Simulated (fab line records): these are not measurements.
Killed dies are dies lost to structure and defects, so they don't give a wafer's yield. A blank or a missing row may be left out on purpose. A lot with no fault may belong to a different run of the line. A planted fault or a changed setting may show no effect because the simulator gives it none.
The tool behind it: which one? | flow n5 finfet | 72 wafers from 24 lots sampled at 6 of the route's 1938 steps

WHAT THE GAUGES READ, wafer by wafer
N5_BEOL_M13_INSPECT_12: inspects for defects (macro). Usual: raw defect count reads 1.9 (standard deviation 1.5).
lot  | measured     | on                | raw defect count | flag
L074 | day 12 12:58 | defect inspect-02 | 1 1 4            |
L076 | day 13 05:04 | defect inspect-02 | 3 1 1            |
L075 | day 13 05:33 | defect inspect-02 | 2 1 2            |
L078 | day 13 14:52 | defect inspect-01 | 3 2 1            |
L080 | day 13 19:44 | defect inspect-01 | 4 3 2            |
L081 | day 13 20:10 | defect inspect-01 | 4 2 6            |
L079 | day 13 23:27 | defect inspect-01 | 0 3 0            |
L077 | day 14 00:53 | defect inspect-01 | 3 2 0            |
L083 | day 14 12:40 | defect inspect-02 | 2 1 6            |
L082 | day 14 18:38 | defect inspect-02 | 2 2 3            |
L084 | day 14 23:28 | defect inspect-01 | 2 1 3            |
L086 | day 15 04:06 | defect inspect-02 | 2 3 3            |
L085 | day 15 07:02 | defect inspect-02 | 1 1 1            |
L089 | day 15 13:33 | defect inspect-01 | 0 1 0            |
L087 | day 15 14:25 | defect inspect-02 | 4 5 1            |
L088 | day 16 04:05 | defect inspect-02 | 0 1 0            |
L090 | day 16 15:19 | defect inspect-02 | 3 1 1            |
L092 | day 16 15:41 | defect inspect-02 | 0 2 3            |
L091 | day 16 16:08 | defect inspect-02 | 8 0 2            |
L093 | day 16 18:19 | defect inspect-02 | 4 5 4            |
L094 | day 17 03:40 | defect inspect-02 | 4 4 3            |
L095 | day 18 00:37 | defect inspect-02 | 2 0 1            |
L096 | day 18 05:45 | defect inspect-01 | 1 1 1            |
L097 | day 19 00:23 | defect inspect-01 | 0 4 2            |

N5_BEOL_M13_CD_MEAS_28: the cd target is 209.5 nm. Usual: cd nm reads 208.8 nm (standard deviation 0.99).
lot  | measured     | on        | cd nm (nm)        | flag
L074 | day 12 13:58 | cd sem-03 | 210.0 207.9 207.9 |
L076 | day 13 06:06 | cd sem-02 | 209.4 208.9 208.5 |
L075 | day 13 06:44 | cd sem-03 | 207.3 209.0 208.5 |
L078 | day 13 15:53 | cd sem-02 | 209.9 210.3 209.9 |
L080 | day 13 20:45 | cd sem-03 | 210.4 209.6 209.3 |
L081 | day 13 21:03 | cd sem-03 | 207.6 207.6 208.6 |
L079 | day 14 00:22 | cd sem-01 | 208.1 207.5 208.5 |
L077 | day 14 02:04 | cd sem-02 | 208.7 208.9 208.2 |
L083 | day 14 13:41 | cd sem-03 | 207.5 207.9 208.8 |
L082 | day 14 19:32 | cd sem-02 | 208.7 208.2 207.7 |
L084 | day 15 00:32 | cd sem-02 | 208.5 208.4 208.7 |
L086 | day 15 05:10 | cd sem-01 | 207.9 208.4 208.6 |
L085 | day 15 07:55 | cd sem-03 | 208.5 207.0 208.6 |
L089 | day 15 14:34 | cd sem-03 | 209.6 209.2 210.8 |
L087 | day 15 15:26 | cd sem-01 | 208.7 210.1 209.9 |
L088 | day 16 05:12 | cd sem-01 | 208.5 209.8 210.2 |
L090 | day 16 16:20 | cd sem-03 | 207.7 208.8 209.2 |
L092 | day 16 16:43 | cd sem-03 | 210.0 209.7 208.1 |
L091 | day 16 17:08 | cd sem-01 | 210.4 211.8 210.0 |
L093 | day 16 19:20 | cd sem-01 | 209.3 210.3 210.1 |
L094 | day 17 04:41 | cd sem-01 | 207.5 207.5 208.0 |
L095 | day 18 01:30 | cd sem-01 | 209.5 209.4 209.7 |
L096 | day 18 06:47 | cd sem-02 | 207.1 208.1 208.0 |
L097 | day 19 01:17 | cd sem-03 | 207.9 208.7 208.6 |

N5_BEOL_M13_OVL_MEAS_29. Usual: M13_OVL gives -1 nm (standard deviation 7).
lot  | measured     | on         | M13_OVL (nm) | flag
L074 | day 12 14:00 | overlay-01 | 7 -1 -2      |
L076 | day 13 06:08 | overlay-02 | -4 -10 -9    |
L075 | day 13 06:46 | overlay-02 | 10 1 15      |
L078 | day 13 15:55 | overlay-01 | 11 3 3       |
L080 | day 13 20:47 | overlay-02 | -13 -9 -17   |
L081 | day 13 21:05 | overlay-02 | -7 -12 1     |
L079 | day 14 00:24 | overlay-01 | -8 -13 4     |
L077 | day 14 02:06 | overlay-01 | -8 5 -6      |
L083 | day 14 13:43 | overlay-02 | 11 7 -2      |
L082 | day 14 19:34 | overlay-01 | 4 13 -5      |
L084 | day 15 00:34 | overlay-02 | -5 -1 -5     |
L086 | day 15 05:11 | overlay-01 | -9 -5 -8     |
L085 | day 15 07:57 | overlay-01 | -5 -3 4      |
L089 | day 15 14:35 | overlay-02 | 1 4 0        |
L087 | day 15 15:28 | overlay-02 | -8 0 1       |
L088 | day 16 05:14 | overlay-02 | 2 1 -8       |
L090 | day 16 16:22 | overlay-02 | -11 -5 2     |
L092 | day 16 16:44 | overlay-01 | -4 2 -10     |
L091 | day 16 17:10 | overlay-01 | -6 -15 1     |
L093 | day 16 19:22 | overlay-02 | 3 -4 -3      |
L094 | day 17 04:42 | overlay-01 | -5 -2 7      |
L095 | day 18 01:32 | overlay-02 | 6 -1 5       |
L096 | day 18 06:49 | overlay-01 | -1 -1 -5     |
L097 | day 19 01:19 | overlay-02 | -8 -2 5      |

N5_BEOL_M14_INSPECT_12: inspects for defects (macro). Usual: raw defect count reads 2.0 (standard deviation 1.4).
lot  | measured     | on                | raw defect count | flag
L074 | day 12 21:07 | defect inspect-01 | 2 1 0            |
L076 | day 13 09:43 | defect inspect-01 | 4 1 1            |
L075 | day 13 10:10 | defect inspect-01 | 1 2 3            |
L078 | day 14 00:59 | defect inspect-02 | 1 2 2            |
L080 | day 14 01:20 | defect inspect-01 | 4 1 1            |
L081 | day 14 01:29 | defect inspect-02 | 1 0 3            |
L079 | day 14 04:44 | defect inspect-01 | 4 1 3            |
L077 | day 14 06:01 | defect inspect-01 | 2 2 3            |
L083 | day 14 21:56 | defect inspect-02 | 2 1 3            |
L082 | day 14 23:38 | defect inspect-02 | 0 0 4            |
L084 | day 15 04:22 | defect inspect-02 | 1 1 4            |
L086 | day 15 10:48 | defect inspect-02 | 1 5 1            |
L085 | day 15 14:40 | defect inspect-02 | 2 1 4            |
L089 | day 15 19:35 | defect inspect-02 | 2 2 0            |
L087 | day 15 22:20 | defect inspect-02 | 0 4 1            |
L088 | day 16 10:04 | defect inspect-02 | 1 1 4            |
L090 | day 16 21:23 | defect inspect-02 | 1 0 3            |
L092 | day 16 21:59 | defect inspect-01 | 3 1 4            |
L091 | day 16 22:29 | defect inspect-01 | 2 1 3            |
L093 | day 17 00:38 | defect inspect-01 | 4 2 1            |
L094 | day 17 11:34 | defect inspect-02 | 3 3 1            |
L095 | day 18 06:18 | defect inspect-01 | 2 3 3            |
L096 | day 18 09:51 | defect inspect-02 | 6 1 0            |
L097 | day 19 07:55 | defect inspect-01 | 3 1 1            |

WHAT TOOL EACH LOT RAN ON (gives the tool, then ch and the chambers of the sampled wafers, and finally the start)
lot  | N5_BEOL_M13_DESCUM_15              | N5_BEOL_M13_STRIP_64
L074 | rie diel-06 ch 1,2, day 12 12:59   | plasma asher-02 ch 1, day 12 13:22
L076 | rie diel-06 ch 0,1,2, day 13 05:06 | plasma asher-02 ch 0,1, day 13 05:30
L075 | rie diel-05 ch 1,2,3, day 13 05:46 | plasma asher-01 ch 0,1, day 13 06:08
L078 | rie diel-06 ch 0,1,3, day 13 14:54 | plasma asher-02 ch 0, day 13 15:17
L080 | rie diel-05 ch 0,1,2, day 13 19:53 | plasma asher-01 ch 0,1, day 13 20:16
L081 | rie diel-06 ch 1,2,3, day 13 20:11 | plasma asher-02 ch 0,1, day 13 20:34
L079 | rie diel-02 ch 0,2,3, day 13 23:29 | plasma asher-01 ch 0,1, day 13 23:55
L077 | rie diel-02 ch 1,3, day 14 01:02   | plasma asher-01 ch 0, day 14 01:36
L083 | rie diel-02 ch 1,2,3, day 14 12:42 | plasma asher-02 ch 0,1, day 14 13:05
L082 | rie diel-02 ch 0,2,3, day 14 18:40 | plasma asher-02 ch 0,1, day 14 19:03
L084 | rie diel-02 ch 1,2,3, day 14 23:30 | plasma asher-02 ch 0,1, day 14 23:56
L086 | rie diel-06 ch 1,3, day 15 04:18   | plasma asher-02 ch 0,1, day 15 04:41
L085 | rie diel-06 ch 0,1,3, day 15 07:04 | plasma asher-02 ch 0,1, day 15 07:28
L089 | rie diel-05 ch 0,1,3, day 15 13:35 | plasma asher-02 ch 0,1, day 15 13:59
L087 | rie diel-06 ch 2,3, day 15 14:27   | plasma asher-02 ch 0,1, day 15 14:51
L088 | rie diel-05 ch 0,1,2, day 16 04:20 | plasma asher-02 ch 0,1, day 16 04:44
L090 | rie diel-06 ch 2,3, day 16 15:20   | plasma asher-02 ch 0,1, day 16 15:44
L092 | rie diel-06 ch 0,2,3, day 16 15:43 | plasma asher-01 ch 0, day 16 16:06
L091 | rie diel-02 ch 0,1,2, day 16 16:17 | plasma asher-02 ch 0,1, day 16 16:40
L093 | rie diel-05 ch 0,1,2, day 16 18:21 | plasma asher-02 ch 0,1, day 16 18:44
L094 | rie diel-06 ch 1,2,3, day 17 03:41 | plasma asher-02 ch 0,1, day 17 04:04
L095 | rie diel-06 ch 1,3, day 18 00:38   | plasma asher-01 ch 0,1, day 18 01:02
L096 | rie diel-02 ch 0,3, day 18 05:47   | plasma asher-01 ch 1, day 18 06:10
L097 | rie diel-02 ch 0,1,3, day 19 00:25 | plasma asher-01 ch 0,1, day 19 00:49
- N5_BEOL_M13_DESCUM_15: chemistry O2, time 7.9 s.
- N5_BEOL_M13_STRIP_64: strips in N2/H2.

WHAT THE TOOLS THEMSELVES READ (means of the sampled wafers that have a number; where no wafer has one, the mark that the record gives instead)
N5_BEOL_M13_DESCUM_15. Usual: chamber pressure mTorr 20.000 mTorr, standard deviation 0.018; drypump motor current A 5.8 A, standard deviation 0.57; oes product au 0.80 a.u., standard deviation 0.079; rf vpp V 242.7 V, standard deviation 1.2; showerhead plenum p Torr 2.07 Torr, standard deviation 0.063; throttle valve pct 20.35 %, standard deviation 0.23.
lot  | tool        | chamber pressure mTorr (mTorr) | drypump motor current A (A) | oes product au (a.u.) | rf vpp V (V) | showerhead plenum p Torr (Torr) | throttle valve pct (%) | flag
L074 | rie diel-06 | 19.990                         | 5.7                         | 0.85                  | 241.6        | 2.04                            | 20.42                  |
L076 | rie diel-06 | 20.000                         | 6.0                         | 0.91                  | 242.9        | 2.05                            | 20.23                  |
L075 | rie diel-05 | 20.002                         | 5.7                         | 0.77                  | 243.4        | 2.10                            | 20.22                  |
L078 | rie diel-06 | 19.991                         | 5.7                         | 0.84                  | 242.6        | 2.03                            | 20.36                  |
L080 | rie diel-05 | 19.999                         | 5.4                         | 0.77                  | 243.0        | 2.09                            | 20.26                  |
L081 | rie diel-06 | 19.982                         | 5.9                         | 0.83                  | 242.8        | 2.03                            | 20.50                  |
L079 | rie diel-02 | 20.023                         | 5.5                         | 0.78                  | 243.5        | 2.08                            | 20.27                  |
L077 | rie diel-02 | 19.990                         | 5.8                         | 0.82                  | 243.4        | 2.15                            | 20.34                  |
L083 | rie diel-02 | 19.992                         | 5.7                         | 0.79                  | 243.8        | 2.11                            | 20.37                  |
L082 | rie diel-02 | 20.007                         | 5.6                         | 0.79                  | 242.2        | 2.08                            | 20.29                  |
L084 | rie diel-02 | 19.997                         | 5.7                         | 0.79                  | 243.6        | 2.11                            | 20.39                  |
L086 | rie diel-06 | 19.996                         | 5.4                         | 0.75                  | 241.5        | 2.02                            | 20.55                  |
L085 | rie diel-06 | 20.002                         | 5.7                         | 0.82                  | 242.6        | 2.03                            | 20.36                  |
L089 | rie diel-05 | 19.998                         | 5.6                         | 0.72                  | 243.5        | 2.14                            | 20.26                  |
L087 | rie diel-06 | 19.994                         | 6.3                         | 0.86                  | 242.7        | 2.04                            | 20.49                  |
L088 | rie diel-05 | 19.999                         | 5.4                         | 0.75                  | 243.5        | 2.09                            | 20.29                  |
L090 | rie diel-06 | 19.996                         | 6.1                         | 0.80                  | 241.6        | 2.02                            | 20.59                  |
L092 | rie diel-06 | 20.000                         | 6.2                         | 0.85                  | 241.9        | 2.04                            | 20.34                  |
L091 | rie diel-02 | 20.012                         | 6.1                         | 0.78                  | 242.8        | 2.14                            | 20.40                  |
L093 | rie diel-05 | 19.999                         | 5.4                         | 0.75                  | 242.5        | 2.08                            | 20.28                  |
L094 | rie diel-06 | 19.985                         | 5.9                         | 0.80                  | 242.5        | 2.02                            | 20.54                  |
L095 | rie diel-06 | 19.998                         | 5.6                         | 0.74                  | 241.6        | 2.01                            | 20.66                  |
L096 | rie diel-02 | 20.023                         | 5.1                         | 0.76                  | 242.1        | 2.03                            | 20.16                  |
L097 | rie diel-02 | 19.992                         | 5.6                         | 0.77                  | 243.7        | 2.10                            | 20.29                  |

N5_BEOL_M13_STRIP_64. Usual: drypump motor current A 5.7 A, standard deviation 0.5; h2 flow sccm 3249 sccm, standard deviation 9.1; heater power w 359 W, standard deviation 50; oes product au 0.715 a.u., standard deviation 0.0044; strip time to endpoint s 31.36 s, standard deviation 0.075.
lot  | tool            | drypump motor current A (A) | h2 flow sccm (sccm) | heater power w (W) | oes product au (a.u.) | strip time to endpoint s (s) | flag
L074 | plasma asher-02 | 5.8                         | 3255                | 421                | 0.712                 | 31.39                        |
L076 | plasma asher-02 | 5.3                         | 3255                | 373                | 0.718                 | 31.40                        |
L075 | plasma asher-01 | 6.2                         | 3249                | 300                | 0.718                 | 31.36                        |
L078 | plasma asher-02 | 5.1                         | 3261                | 346                | 0.712                 | 31.46                        |
L080 | plasma asher-01 | 6.4                         | 3251                | 325                | 0.715                 | 31.43                        |
L081 | plasma asher-02 | 5.3                         | 3234                | 374                | 0.714                 | 31.34                        |
L079 | plasma asher-01 | 6.2                         | 3251                | 302                | 0.715                 | 31.34                        |
L077 | plasma asher-01 | 6.0                         | 3256                | 273                | 0.712                 | 31.24                        |
L083 | plasma asher-02 | 5.3                         | 3248                | 373                | 0.711                 | 31.42                        |
L082 | plasma asher-02 | 5.4                         | 3249                | 368                | 0.714                 | 31.28                        |
L084 | plasma asher-02 | 5.3                         | 3246                | 362                | 0.716                 | 31.39                        |
L086 | plasma asher-02 | 5.3                         | 3252                | 370                | 0.714                 | 31.32                        |
L085 | plasma asher-02 | 5.4                         | 3248                | 373                | 0.713                 | 31.39                        |
L089 | plasma asher-02 | 5.6                         | 3253                | 396                | 0.713                 | 31.22                        |
L087 | plasma asher-02 | 5.3                         | 3250                | 370                | 0.715                 | 31.40                        |
L088 | plasma asher-02 | 5.4                         | 3247                | 367                | 0.719                 | 31.44                        |
L090 | plasma asher-02 | 5.4                         | 3247                | 372                | 0.717                 | 31.39                        |
L092 | plasma asher-01 | 6.0                         | 3247                | 262                | 0.712                 | 31.40                        |
L091 | plasma asher-02 | 5.6                         | 3246                | 394                | 0.713                 | 31.32                        |
L093 | plasma asher-02 | 5.6                         | 3251                | 392                | 0.715                 | 31.28                        |
L094 | plasma asher-02 | 5.3                         | 3250                | 370                | 0.716                 | 31.34                        |
L095 | plasma asher-01 | 6.3                         | 3242                | 322                | 0.714                 | 31.50                        |
L096 | plasma asher-01 | 6.5                         | 3256                | 360                | 0.716                 | 31.38                        |
L097 | plasma asher-01 | 6.2                         | 3242                | 301                | 0.709                 | 31.30                        |

THE ANSWER, worked out from the rows above alone
Rule: take the mean of a lot's wafers that have a number; if it is more than 3 standard deviations from the usual mean, the lot is off. Also off: a lot with no number at a reading for which 4 or more lots have one. The other lots that the step has rows for count as sound. First the gauges in route order, then the tools' own readings, where a lot's mean is used as printed above. At the first step where some lot is off, the reading lying furthest off is the one used; lots without a number count as furthest.
No lot is off at any reading shown: from this, nothing can be told.

WHAT HAD BEEN PUT IN BY THE SIMULATOR
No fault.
